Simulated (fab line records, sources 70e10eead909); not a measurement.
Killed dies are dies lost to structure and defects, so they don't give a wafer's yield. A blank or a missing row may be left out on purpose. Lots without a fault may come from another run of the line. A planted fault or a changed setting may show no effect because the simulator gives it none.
Which tool did it? | flow nand_harc | 6 lots, 18 wafers sampled, at 5 steps of a route of 1302

WHAT THE GAUGES READ, wafer by wafer
NHARC_END_SORT_01.
lot | measured | on | killed_at_array

WHICH TOOL RAN EACH LOT (tool, then ch and the chambers of the sampled wafers, then the start)
lot  | NHARC_A_CONTACT_DEP_29          | NHARC_A_CONTACT_ETCH_49            | NHARC_A_CONTACT_ETCH_51                       | NHARC_A_CONTACT_ETCH_114
L822 | pecvd-01 ch 0,1, day 22 03:47   | rie_diel-10 ch 2,3, day 22 04:56   | rie_diel-10 ch 2,3, day 22 07:07 or earlier   | har_cap_etch-03 ch 0,1, day 22 07:07
L827 | pecvd-02 ch 0,1, day 24 08:06   | rie_diel-12 ch 1,2, day 24 09:09   | rie_diel-12 ch 2,3, day 24 11:19 or earlier   | har_cap_etch-01 ch 0,1, day 24 11:19
L833 | pecvd-03 ch 0,1,2, day 25 20:27 | rie_diel-12 ch 0,2,3, day 25 21:24 | rie_diel-12 ch 0,1, day 26 00:25 or earlier   | har_cap_etch-02 ch 0,1, day 26 00:25
L835 | pecvd-03 ch 0,1, day 27 04:28   | rie_diel-13 ch 0,3, day 27 05:38   | rie_diel-13 ch 0,1,2, day 27 07:51 or earlier | har_cap_etch-01 ch 0,1, day 27 07:51
L842 | pecvd-02 ch 0,2, day 30 01:27   | rie_diel-12 ch 1,3, day 30 02:41   | rie_diel-12 ch 1,2,3, day 30 04:59 or earlier | har_cap_etch-02 ch 0, day 30 04:59
L843 | pecvd-03 ch 0,1,2, day 31 04:52 | rie_diel-12 ch 0,2, day 31 06:17   | rie_diel-12 ch 2,3, day 31 09:29 or earlier   | har_cap_etch-03 ch 0, day 31 09:29
- NHARC_A_CONTACT_DEP_29: deposits SiON, target thk 100 nm.
- NHARC_A_CONTACT_ETCH_49: etches the open film in N2/H2, target depth 260 nm, time 475.3 s.
- NHARC_A_CONTACT_ETCH_51: etches the open film in O2/COS, target depth 7000 nm, time 1820 s.
- NHARC_A_CONTACT_ETCH_114: etches the open film in C4F8/O2/Ar, time 190 s, target depth 1850 nm.

THE ANSWER, worked out from the rows above alone
Rule: what is usual is taken from the lots themselves. Put in order of their means at a reading, lots are off if they are a third of the lots or fewer, leave a main group of 4 or more, and stand apart from it by a gap of 3 or more times the standard deviation of the main group's means; of several such gaps the widest counts. A main group whose means are all the same, to the digits that the tables above print for the reading, isn't used. A lot without any number at a reading at which 4 lots or more have one is off too. The other lots that the step has rows for count as sound.
No lot is off at any reading shown: from this, nothing can be told.

WHAT THE SIMULATOR HAD PUT IN
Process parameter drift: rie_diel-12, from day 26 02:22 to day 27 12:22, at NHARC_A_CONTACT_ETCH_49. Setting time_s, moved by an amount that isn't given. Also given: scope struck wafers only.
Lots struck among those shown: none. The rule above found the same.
